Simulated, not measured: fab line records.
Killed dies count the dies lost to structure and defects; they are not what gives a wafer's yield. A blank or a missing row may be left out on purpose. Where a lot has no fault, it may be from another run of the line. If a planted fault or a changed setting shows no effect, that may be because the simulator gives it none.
fab line records | flow n5Finfet
[record] lots = 7 wafers = 21
route steps=1938 shown WELL_APT@21 FIN_SAQP@105 FIN_CUT@155 DUMMY_GATE@222
startH: start of the lot's first displayed wafer, in hours after the record's first day | waitH: hours elapsed since this lot's preceding step | " as in the row above | L1.1+2: one row covering several wafers at once | - value missing, or start not given | * or withheld: withheld | < > ~ a bound
route shown NAME@n: a module of which the file shows steps, and the number in the route of the first | usual: the fault-free wafers' mean and standard deviation | same: alike in all rows | chamber/n: place in a boat | sites: per-site readings | _std_site: how widely they spread, as a standard deviation | _edge_site: outer sites' mean less inner sites' | radiusMm: for every site, how far away it sits from the centre of the wafer | mask NAME#n: copy n | behind: the last tool/chamber to shape the wafer | hold: cause of the lot's hold/its duration in hours/its outcome | device: which transistor (n, p or np) failed to switch | end of line: at the end of the route, the tests of the same wafers | a step given without rows: its recipe and nothing more | killed: the dies lost at the first sort to structure and to defects; this is not the yield of the wafer | map: shows each die of a wafer: x if killed, . if not, _ if none is there
set.NAME: the setting that was run; set.NAME@STEP: the one run at that earlier step | model.NAME: the simulator's own value behind a step, which no gauge read
lots with deliberately changed settings; one table per step, one row per wafer
[[steps]]
[step N5_WELL_APT_COAT_02]
[recipe] spinRpm = 1357 resistThkNm = 950
// columns lot.wafer tool chamber startH waitH set.spinRpm model.coat_of_WELL_APT_COAT_02.thkNm
L082.4 lithoTrack-01 0 - - 1357 950.5
L082.5 " 0 " " 1218 1000
L082.6 " 0 " " 1218 1002
L088.2 lithoTrack-03 0 - - 1357 946.8
L088.3 " 0 " " 1357 951.8
L088.5 " 0 " " 1357 948.8
L090.2 lithoTrack-01 0 - - 1434 922.9
L090.4 " 0 " " 1357 947.2
L090.6 " 0 " " 1434 920.6
L091.1 lithoTrack-03 0 - - 1357 953.1
L091.4 " 0 " " 1475 912.7
L091.6 " 0 " " 1475 914.3
L092.3 lithoTrack-05 0 - - 1233 993.2
L092.4 " 0 " " 1233 996.3
L092.6 " 0 " " 1357 943.4
L095.1 lithoTrack-01 0 - - 1357 946.6
L095.2 " 0 " " 1357 948.6
L095.5 " 0 " " 1357 949
L096.1 lithoTrack-03 0 - - 1424 927.9
L096.3 " 0 " " 1357 949.6
L096.5 " 0 " " 1424 928.6
[step N5_WELL_APT_PEB_06]
[recipe] pebTempC = 130 pebTimeS = 90
// columns lot.wafer tool chamber startH waitH set.pebTempC
L082.4+5 lithoTrack-05 0 61.59 0.0 126.9
L082.6 " 0 " " 130
L088.2+3+5 lithoTrack-01 0 97.57 0.0 130
L090.2+6 lithoTrack-05 0 109.46 0.0 130
L090.4 " 0 " " 132.9
L091.1 lithoTrack-05 0 115.45 0.1 130
L091.4+6 " 0 " " 132.6
L092.3+4+6 lithoTrack-01 0 121.57 0.0 130
L095.1+2 lithoTrack-01 0 139.94 0.1 133.1
L095.5 " 0 " " 130
L096.1 lithoTrack-05 0 146.09 0.1 130
L096.3+5 " 0 " " 126.5
[step N5_WELL_APT_DEVELOP_07]
[recipe] developTimeS = 45 rinseLiquid = surfactantRinse dry = airSpin devTempC = 21
[step N5_WELL_APT_HARDBAKE_12]
[recipe] tempC = 130 timeS = 120
[step N5_WELL_APT_CD_MEAS_08]
[recipe] targetCdNm = 200 landingEnergyEv = 500 detector = seInlens
[usual] cdNm = 200.5/2.4
// columns lot.wafer tool chamber startH waitH set.pebTempC@WELL_APT_PEB_06 cdNm
L082.4 cdSem-01 0 61.71 - 126.9 187.7
L082.5 " 0 " " 126.9 186.1
L082.6 " 0 " " 130 199.9
L088.2 cdSem-01 0 97.69 - 130 198.5
L088.3 " 0 " " 130 201.0
L088.5 " 0 " " 130 203.9
L090.2 cdSem-01 0 109.58 - 130 200.0
L090.4 " 0 " " 132.9 215.9
L090.6 " 0 " " 130 203.2
L091.1 cdSem-02 0 115.57 - 130 201.6
L091.4 " 0 " " 132.6 213.9
L091.6 " 0 " " 132.6 212.8
L092.3 cdSem-03 0 121.68 - 130 198.9
L092.4 " 0 " " 130 199.4
L092.6 " 0 " " 130 203.2
L095.1 cdSem-01 0 140.05 - 133.1 216.2
L095.2 " 0 " " 133.1 216.3
L095.5 " 0 " " 130 201.7
L096.1 cdSem-02 0 146.20 - 130 202.2
L096.3 " 0 " " 126.5 182.5
L096.5 " 0 " " 126.5 186.5
[step N5_WELL_APT_DESCUM_13]
[recipe] chemistry = O2 timeS = 7.9 sourcePowerW = 50 biasPowerW = 20 pressureMtorr = 20 rfFrequencyHz = 2.712e+07 tempC = 40 o2FlowSccm = 225
// columns lot.wafer tool chamber startH waitH set.pebTempC@WELL_APT_PEB_06 model.WELL_APT.cdNm
L082.4 rieDiel-03 0 61.84 0.1 126.9 187.6
L082.5 " 2 " " 126.9 185.9
L082.6 " 1 " " 130 200
L088.2 rieDiel-03 0 97.78 0.0 130 198
L088.3 " 3 " " 130 201.2
L088.5 " 2 " " 130 203.9
L090.2 rieDiel-01 3 109.74 0.1 130 199.8
L090.4 " 2 " " 132.9 215.9
L090.6 " 2 " " 130 203.3
L091.1 rieDiel-06 2 115.72 0.1 130 201.5
L091.4 " 0 " " 132.6 213.9
L091.6 " 3 " " 132.6 213
L092.3 rieDiel-03 2 121.77 0.0 130 198.6
L092.4 " 0 " " 130 199.4
L092.6 " 3 " " 130 203
L095.1 rieDiel-03 2 140.14 0.0 133.1 216.4
L095.2 " 0 " " 133.1 215.9
L095.5 " 3 " " 130 201.9
L096.1 rieDiel-06 3 146.29 0.0 130 202.3
L096.3 " 2 " " 126.5 182.4
L096.5 " 2 " " 126.5 186.6
[step N5_FIN_SAQP_COAT_10]
[recipe] resist = CAR-ArF spinRpm = 1500 resistThkNm = 90
// columns lot.wafer tool chamber startH waitH set.spinRpm model.CAR-ArF_of_FIN_SAQP_COAT_10.thkNm
L082.4 lithoTrack-02 0 - - 1423 92.35
L082.5 " 0 " " 1500 90.15
L082.6 " 0 " " 1423 92.39
L088.2 lithoTrack-01 0 - - 1500 90.25
L088.3 " 0 " " 1500 90.14
L088.5 " 0 " " 1500 90.45
L090.2 lithoTrack-02 0 - - 1500 90.25
L090.4 " 0 " " 1500 90.31
L090.6 " 0 " " 1500 90.06
L091.1 lithoTrack-03 0 - - 1409 92.74
L091.4 " 0 " " 1409 92.77
L091.6 " 0 " " 1500 89.9
L092.3 lithoTrack-02 0 - - 1604 86.8
L092.4 " 0 " " 1500 89.8
L092.6 " 0 " " 1500 89.92
L095.1 lithoTrack-01 0 - - 1500 89.39
L095.2 " 0 " " 1500 89.47
L095.5 " 0 " " 1500 89.67
L096.1 lithoTrack-02 0 - - 1339 95.04
L096.3 " 0 " " 1339 95.21
L096.5 " 0 " " 1339 94.96
[step N5_FIN_SAQP_PEB_14]
[recipe] pebTempC = withheld pebTimeS = 60 resist = CAR-ArF
// columns lot.wafer tool chamber startH waitH set.pebTimeS
L082.4+5 lithoTrack-02 0 69.47 0.0 50.03
L082.6 " 0 " " 60
L088.2+3+5 lithoTrack-01 0 107.52 0.0 60
L090.2 lithoTrack-03 0 118.43 0.0 60
L090.4+6 " 0 " " 67.06
L091.1 lithoTrack-02 0 124.41 0.1 68.05
L091.4+6 " 0 " " 60
L092.3+6 lithoTrack-01 0 129.55 0.0 60
L092.4 " 0 " " 72
L095.1+2+5 lithoTrack-01 0 149.72 0.1 60
L096.1+3+5 lithoTrack-01 0 155.25 0.1 60
[step N5_FIN_SAQP_DEVELOP_15]
[recipe] developTimeS = 30 developer = TMAH resist = CAR-ArF devTempC = 23 rinseLiquid = diw dry = airSpin
[step N5_FIN_SAQP_CD_MEAS_16]
[recipe] targetCdNm = 35.6 landingEnergyEv = 500 detector = seInlens
[usual] cdNm = 35.6/0.46
// columns lot.wafer tool chamber startH waitH set.pebTimeS@FIN_SAQP_PEB_14 cdNm
L082.4 cdSem-02 0 69.55 - 50.03 38.2
L082.5 " 0 " " 50.03 37.8
L082.6 " 0 " " 60 35.9
L088.2 cdSem-02 0 107.59 - 60 35.8
L088.3 " 0 " " 60 35.3
L088.5 " 0 " " 60 35.1
L090.2 cdSem-01 0 118.50 - 60 36.0
L090.4 " 0 " " 67.06 34.2
L090.6 " 0 " " 67.06 34.3
L091.1 cdSem-01 0 124.48 - 68.05 33.9
L091.4 " 0 " " 60 36.2
L091.6 " 0 " " 60 35.6
L092.3 cdSem-02 0 129.62 - 60 35.6
L092.4 " 0 " " 72 33.5
L092.6 " 0 " " 60 35.4
L095.1 cdSem-02 0 149.78 - 60 35.0
L095.2 " 0 " " 60 35.4
L095.5 " 0 " " 60 35.0
L096.1 cdSem-03 0 155.32 - 60 35.7
L096.3 " 0 " " 60 35.7
L096.5 " 0 " " 60 35.1
[step N5_FIN_SAQP_DESCUM_21]
[recipe] chemistry = O2 timeS = 7.9 sourcePowerW = 50 biasPowerW = 20 pressureMtorr = 20 rfFrequencyHz = 2.712e+07 tempC = 40 resist = CAR-ArF o2FlowSccm = 225
// columns lot.wafer tool chamber startH waitH set.spinRpm@FIN_SAQP_COAT_10 model.CAR-ArF_of_FIN_SAQP_COAT_10.thkNm
L082.4 rieDiel-01 0 69.82 0.2 1423 85.93
L082.5 " 3 " " 1500 83.5
L082.6 " 1 " " 1423 85.94
L088.2 rieDiel-01 1 107.68 0.0 1500 83.8
L088.3 " 3 " " 1500 83.49
L088.5 " 2 " " 1500 83.93
L090.2+4 rieDiel-06 1,2 118.59 0.0 1500 83.78
L090.6 " 3 " " 1500 83.63
L091.1 rieDiel-01 3 124.62 0.1 1409 86.09
L091.4 " 0 " " 1409 86.35
L091.6 " 3 " " 1500 83.25
L092.3 rieDiel-03 3 129.71 0.0 1604 80.34
L092.4 " 2 " " 1500 83.34
L092.6 " 0 " " 1500 83.21
L095.1 rieDiel-03 1 150.36 0.5 1500 82.82
L095.2 " 2 " " 1500 83.02
L095.5 " 3 " " 1500 83.21
L096.1 rieDiel-01 1 155.42 0.0 1339 88.58
L096.3 " 2 " " 1339 88.69
L096.5 " 3 " " 1339 88.31
[step N5_FIN_SAQP_ETCH_51]
[recipe] chemistry = CF4 target = SiARC targetDepthA = 455 maskMaterial = CAR-ArF timeS = 75.8 ionEnergyEv = 80 pressureMtorr = 40 sourceW = 545 biasW = 36 Ar_flow_sccm = 100 cf4FlowSccm = 100 ends = cleared
// columns lot.wafer tool chamber startH waitH set.spinRpm@FIN_SAQP_COAT_10 model.CAR-ArF_of_FIN_SAQP_COAT_10.thkNm
L082.4 rieDiel-01 0 69.87 0.0 1423 53.31
L082.5 " 3 " " 1500 50.78
L082.6 " 1 " " 1423 53.41
L088.2 rieDiel-01 1 107.72 0.0 1500 51.13
L088.3 " 3 " " 1500 50.79
L088.5 " 2 " " 1500 51.21
L090.2 rieDiel-06 1 118.63 0.0 1500 51.12
L090.4 " 2 " " 1500 51.07
L090.6 " 3 " " 1500 50.94
L091.1 rieDiel-01 3 124.65 0.0 1409 53.36
L091.4 " 0 " " 1409 53.78
L091.6 " 3 " " 1500 50.61
L092.3 rieDiel-03 3 129.74 0.0 1604 47.7
L092.4 " 2 " " 1500 50.79
L092.6 " 0 " " 1500 50.67
L095.1 rieDiel-03 1 150.39 0.0 1500 50.25
L095.2 " 2 " " 1500 50.43
L095.5 " 3 " " 1500 50.61
L096.1 rieDiel-01 1 155.45 0.0 1339 56.04
L096.3 " 2 " " 1339 56.19
L096.5 " 3 " " 1339 55.84
[step N5_FIN_CUT_COAT_19]
[recipe] resist = SiARC tempC = 220 timeS = 60 spinRpm = 1500 resistThkNm = 20
// columns lot.wafer tool chamber startH waitH set.spinRpm model.SiARC_of_FIN_CUT_COAT_19.thkNm
L082.4+6 lithoTrack-04 0 - - 1500 20
L082.5 " 0 " " 1402 20.6
L088.2+3+5 lithoTrack-01 0 - - 1500 20
L090.2 lithoTrack-05 0 - - 1500 20
L090.4+6 " 0 " " 1553 19.6
L091.1+6 lithoTrack-01 0 - - 1500 20
L091.4 " 0 " " 1456 20.2
L092.3 lithoTrack-04 0 - - 1631 19.2
L092.4+6 " 0 " " 1500 20
L095.1+2 lithoTrack-04 0 - - 1500 20
L095.5 " 0 " " 1428 20.4
L096.1+3+5 lithoTrack-01 0 - - 1500 20
[step N5_FIN_CUT_COAT_29]
[recipe] resist = underlayer tempC = 205 timeS = 60 spinRpm = 1500 resistThkNm = 10
[step N5_FIN_CUT_COAT_02]
[recipe] resist = CAR-EUV spinRpm = 1500 resistThkNm = 30
[step N5_FIN_CUT_DESCUM_13]
[recipe] chemistry = O2 timeS = 7 sourcePowerW = 50 biasPowerW = 20 pressureMtorr = 20 rfFrequencyHz = 2.712e+07 tempC = 40 resist = CAR-EUV o2FlowSccm = 225
[step N5_FIN_CUT_ETCH_30]
[recipe] chemistry = N2/H2 target = underlayer targetDepthA = 130 maskMaterial = CAR-EUV timeS = 10.4 ionEnergyEv = 200 pressureMtorr = 30 sourceW = 840 biasW = 150 n2FlowSccm = 200 h2FlowSccm = 200 ends = cleared
[step N5_FIN_CUT_ETCH_20]
[recipe] chemistry = CF4 target = SiARC targetDepthA = 260 maskMaterial = CAR-EUV timeS = 43.3 ionEnergyEv = 80 pressureMtorr = 40 sourceW = 545 biasW = 36 Ar_flow_sccm = 100 cf4FlowSccm = 100 ends = cleared
// columns lot.wafer tool chamber startH waitH set.spinRpm@FIN_CUT_COAT_19 model.etch.depthNm
L082.4 rieDiel-04 0 74.97 0.0 1500 20.03
L082.5 " 1 " " 1402 20.66
L082.6 " 0 " " 1500 20
L088.2 rieDiel-05 1 112.65 0.0 1500 20.06
L088.3 " 3 " " 1500 20.07
L088.5 " 3 " " 1500 20.05
L090.2 rieDiel-05 0 123.67 0.0 1500 20.04
L090.4 " 3 " " 1553 19.62
L090.6 " 0 " " 1553 19.63
L091.1 rieDiel-05 1 129.45 0.0 1500 19.91
L091.4 " 0 " " 1456 20.27
L091.6 " 1 " " 1500 19.96
L092.3 rieDiel-05 1 134.77 0.0 1631 19.19
L092.4 " 2 " " 1500 20.08
L092.6 " 1 " " 1500 19.99
L095.1 rieDiel-02 3 155.18 0.0 1500 19.98
L095.2 " 1 " " 1500 20
L095.5 " 3 " " 1428 20.5
L096.1 rieDiel-04 1 160.57 0.0 1500 19.99
L096.3 " 3 " " 1500 20.02
L096.5 " 0 " " 1500 20.03
[step N5_DUMMY_GATE_COAT_34]
[recipe] resist = SOC tempC = 250 timeS = 60 spinRpm = 1500 resistThkNm = 60
// columns lot.wafer tool chamber startH waitH set.spinRpm model.SOC_of_DUMMY_GATE_COAT_34.thkNm
L082.4 lithoTrack-04 0 101.43 0.0 1500 60.4
L082.5+6 " 0 " " 1500 60.2
L088.2 lithoTrack-02 0 132.29 0.0 1500 60.2
L088.3 " 0 " " 1500 60
L088.5 " 0 " " 1500 59.8
L090.2+4 lithoTrack-02 0 141.99 0.0 1500 60
L090.6 " 0 " " 1500 60.2
L092.3 lithoTrack-04 0 152.68 0.0 1500 60
L092.4+6 " 0 " " 1500 60.2
L091.1+6 lithoTrack-02 0 152.88 0.0 1500 60.2
L091.4 " 0 " " 1556 59.2
L095.1+5 lithoTrack-02 0 173.00 0.0 1550 59.2
L095.2 " 0 " " 1500 60.4
L096.1 lithoTrack-03 0 178.85 0.0 1500 60.2
L096.3 " 0 " " 1455 61
L096.5 " 0 " " 1500 60.4
[step N5_DUMMY_GATE_DESCUM_20]
[recipe] chemistry = O2 timeS = 6.2 sourcePowerW = 50 biasPowerW = 20 pressureMtorr = 20 rfFrequencyHz = 2.712e+07 tempC = 40 resist = CAR-EUV o2FlowSccm = 225
// columns lot.wafer tool chamber startH waitH set.timeS
L082.4+5+6 rieDiel-02 2,2,1 101.96 0.0 6.2
L088.2+3+5 rieDiel-02 1,2,1 132.92 0.2 6.2
L090.2 rieDiel-02 0 142.45 0.1 6.2
L090.4+6 " 2 " " 5.61
L092.3+4+6 rieDiel-05 1,3,0 153.20 0.0 6.2
L091.1+4+6 rieDiel-02 1,3,0 153.40 0.0 6.2
L095.1 rieDiel-02 3 173.39 0.0 6.2
L095.2+5 " 2,1 " " 5.587
L096.1+3+5 rieDiel-02 0,1,3 179.44 0.2 6.2
[step N5_DUMMY_GATE_ETCH_29]
[recipe] chemistry = N2/H2 target = underlayer targetDepthA = 130 ionEnergyEv = 200 pressureMtorr = 30 sourceW = 840 biasW = 150 n2FlowSccm = 200 h2FlowSccm = 200
[step N5_DUMMY_GATE_ETCH_36]
[recipe] chemistry = CF4 target = SiARC targetDepthA = 130 pressureMtorr = 40 sourceW = 545 biasW = 36 Ar_flow_sccm = 100 cf4FlowSccm = 100 ionEnergyEv = 80
[step N5_DUMMY_GATE_ETCH_37]
[recipe] chemistry = N2/H2 target = SOC targetDepthA = 600 overetchA = 300 tempC = 40 ionEnergyEv = 200 pressureMtorr = 30 sourceW = 840 biasW = 150 n2FlowSccm = 200 h2FlowSccm = 200
// columns lot.wafer tool chamber startH waitH set.spinRpm@DUMMY_GATE_COAT_34 model.etch.depthNm
L082.4 rieDiel-02 2 102.11 0.0 1500 60.48
L082.5 " 2 " " 1500 60.1
L082.6 " 1 " " 1500 60.23
L088.2 rieDiel-02 1 133.06 0.0 1500 60.14
L088.3 " 2 " " 1500 59.96
L088.5 " 1 " " 1500 59.89
L090.2 rieDiel-02 0 142.60 0.0 1500 60.01
L090.4 " 2 " " 1500 60.05
L090.6 " 2 " " 1500 60.13
L092.3 rieDiel-05 1 153.34 0.0 1500 60.05
L092.4 " 3 " " 1500 60.27
L092.6 " 0 " " 1500 60.22
L091.1 rieDiel-02 1 153.55 0.0 1500 60.28
L091.4 " 3 " " 1556 59.3
L091.6 " 0 " " 1500 60.23
L095.1 rieDiel-02 3 173.54 0.0 1550 59.13
L095.2 " 2 " " 1500 60.34
L095.5 " 1 " " 1550 59.2
L096.1 rieDiel-02 0 179.58 0.0 1500 60.22
L096.3 " 1 " " 1455 61.07
L096.5 " 3 " " 1500 60.32
[step N5_DUMMY_GATE_STRIP_38]
[recipe] chemistry = N2/H2 tempC = 40 n2FlowSccm = 200 h2FlowSccm = 200 rfFrequencyHz = 6e+07
[step N5_DUMMY_GATE_STRIP_39]
[recipe] chemistry = N2/H2 tempC = 40 n2FlowSccm = 200 h2FlowSccm = 200 rfFrequencyHz = 6e+07
[step N5_DUMMY_GATE_STRIP_40]
[recipe] chemistry = CF4 resist = SiARC powerW = 300 biasPowerW = 75 pressureMtorr = 50 cf4FlowSccm = 150 rfFrequencyHz = 6e+07
[step N5_DUMMY_GATE_ETCH_31]
[recipe] chemistry = C4F6/O2 target = SiO2 maskMaterial = SOC targetDepthA = 825 timeS = 27.5 ionEnergyEv = 250 pressureMtorr = 30 sourceW = 345 biasW = 185 Ar_flow_sccm = 300 C4F6_flow_sccm = 10 O2_flow_sccm = 10
// columns lot.wafer tool chamber startH waitH set.spinRpm@DUMMY_GATE_COAT_34 model.SOC_of_DUMMY_GATE_COAT_34.thkNm
L082.4 rieDiel-02 0 103.01 0.4 1500 52.4
L082.5 " 2 " " 1500 51.8
L082.6 " 3 " " 1500 52.2
L088.2 rieDiel-04 3 133.45 0.1 1500 52
L088.3 " 2 " " 1500 51.6
L088.5 " 1 " " 1500 51.4
L090.2 rieDiel-04 2 142.88 0.0 1500 51.6
L090.4+6 " 3,2 " " 1500 51.8
L092.3+4 rieDiel-02 1,3 153.62 0.0 1500 52.2
L092.6 " 0 " " 1500 52.4
L091.1 rieDiel-05 1 153.92 0.1 1500 52.4
L091.4 " 3 " " 1556 51
L091.6 " 0 " " 1500 52.2
L095.1+5 rieDiel-02 3,2 173.82 0.0 1550 51
L095.2 " 0 " " 1500 52.4
L096.1 rieDiel-02 3 179.90 0.1 1500 52
L096.3 " 0 " " 1455 53
L096.5 " 2 " " 1500 52.2
[[key]]
[split] step = N5_WELL_APT_COAT_02 setting = spinRpm stated = 1357 by = wafer
[response] step = N5_WELL_APT_COAT_02 reading = model.coat_of_WELL_APT_COAT_02.thkNm change = -4.93 per = 1% r = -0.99
[split] step = N5_WELL_APT_PEB_06 setting = pebTempC stated = 130 by = wafer
[response] step = N5_WELL_APT_CD_MEAS_08 reading = cdNm change = +6.11 per = 1% r = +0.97
[response] step = N5_WELL_APT_DESCUM_13 reading = model.WELL_APT.cdNm change = +6.15 per = 1% r = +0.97
[split] step = N5_FIN_SAQP_COAT_10 setting = spinRpm stated = 1500 by = wafer
[response] step = N5_FIN_SAQP_COAT_10 reading = model.CAR-ArF_of_FIN_SAQP_COAT_10.thkNm change = -0.449 per = 1% r = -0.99
[response] step = N5_FIN_SAQP_DESCUM_21 reading = model.CAR-ArF_of_FIN_SAQP_COAT_10.thkNm change = -0.457 per = 1% r = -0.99
[response] step = N5_FIN_SAQP_ETCH_51 reading = model.CAR-ArF_of_FIN_SAQP_COAT_10.thkNm change = -0.469 per = 1% r = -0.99
[split] step = N5_FIN_SAQP_PEB_14 setting = pebTimeS stated = 60 by = wafer
[response] step = N5_FIN_SAQP_CD_MEAS_16 reading = cdNm change = -0.125 per = 1% r = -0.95
[split] step = N5_FIN_CUT_COAT_19 setting = spinRpm stated = 1500 by = wafer
[response] step = N5_FIN_CUT_COAT_19 reading = model.SiARC_of_FIN_CUT_COAT_19.thkNm change = -0.0909 per = 1% r = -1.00
[response] step = N5_FIN_CUT_ETCH_20 reading = model.etch.depthNm change = -0.101 per = 1% r = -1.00
[split] step = N5_DUMMY_GATE_COAT_34 setting = spinRpm stated = 1500 by = wafer
[response] step = N5_DUMMY_GATE_COAT_34 reading = model.SOC_of_DUMMY_GATE_COAT_34.thkNm change = -0.289 per = 1% r = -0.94
[response] step = N5_DUMMY_GATE_ETCH_37 reading = model.etch.depthNm change = -0.291 per = 1% r = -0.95
[response] step = N5_DUMMY_GATE_ETCH_31 reading = model.SOC_of_DUMMY_GATE_COAT_34.thkNm change = -0.359 per = 1% r = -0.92
[split] step = N5_DUMMY_GATE_DESCUM_20 setting = timeS stated = 6.2 by = wafer
response none clear
